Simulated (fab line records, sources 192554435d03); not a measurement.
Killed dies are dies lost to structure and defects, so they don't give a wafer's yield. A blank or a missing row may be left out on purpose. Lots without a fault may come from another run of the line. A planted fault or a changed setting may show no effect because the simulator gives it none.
Chamber matching | flow n5_finfet | N5_BEOL_M3_DEP_57 on pecvd-02: 3 sister chambers
The step deposits SiCN from 3MS/NH3, target thk 8 nm, time 14 s. 6 wafers are shown with their chamber, then 12 later ones without.

WAFERS WITH THEIR CHAMBER
wafer  | chamber | showerhead_plenum_p_Torr (Torr) | throttle_valve_pct (%)
L088.5 | 0       | 3.687                           | 9.2
L090.1 | 2       | 3.658                           | 8.8
L090.4 | 2       | 3.660                           | 8.8
L091.2 | 1       | 3.666                           | 9.4
L091.3 | 0       | 3.681                           | 9.0
L091.5 | 1       | 3.655                           | 9.6

WAFERS WITHOUT THEIR CHAMBER
wafer  | showerhead_plenum_p_Torr (Torr) | throttle_valve_pct (%)
L092.1 | 3.662                           | 8.7
L092.4 | 3.658                           | 8.9
L092.6 | 3.692                           | 9.4
L093.1 | 3.681                           | 9.0
L093.2 | 3.667                           | 9.4
L093.6 | 3.662                           | 9.8
L095.1 | 3.650                           | 8.8
L095.5 | 3.652                           | 8.9
L095.6 | 3.654                           | 9.2
L096.1 | 3.666                           | 9.1
L096.2 | 3.649                           | 9.1
L096.4 | 3.658                           | 9.0

WHICH CHAMBER EACH WENT THROUGH
wafer  | from the rows above          | in truth
L092.1 | 2                            | 2
L092.4 | 2                            | 2
L092.6 | 0                            | 0
L093.1 | 0                            | 0
L093.2 | 1                            | 1
L093.6 | 1                            | 1
L095.1 | 2                            | 2
L095.5 | 2                            | 2
L095.6 | can't be placed: 1 or 2      | 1
L096.1 | can't be placed: 2 or 0 or 1 | 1
L096.2 | can't be placed: 2 or 1      | 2
L096.4 | 2                            | 2
Placed correctly: 9 of 12. Can't be placed from these rows: 3 (the true chamber is among the candidates in 3). Placed wrongly: 0.
How it was worked out, from the rows above alone: a wafer's distance from a chamber is the root of the sum, over the readings, of the square of ((its reading less the chamber's mean) divided by the reading's scatter). The wafer belongs to the nearest chamber; if the next one is less than 2 further off, it can't be placed. A chamber's mean is the mean of its shown wafers. The scatter: the root of (the sum of the squares of (reading less its chamber's mean) over the shown wafers, divided by (wafers less chambers)).
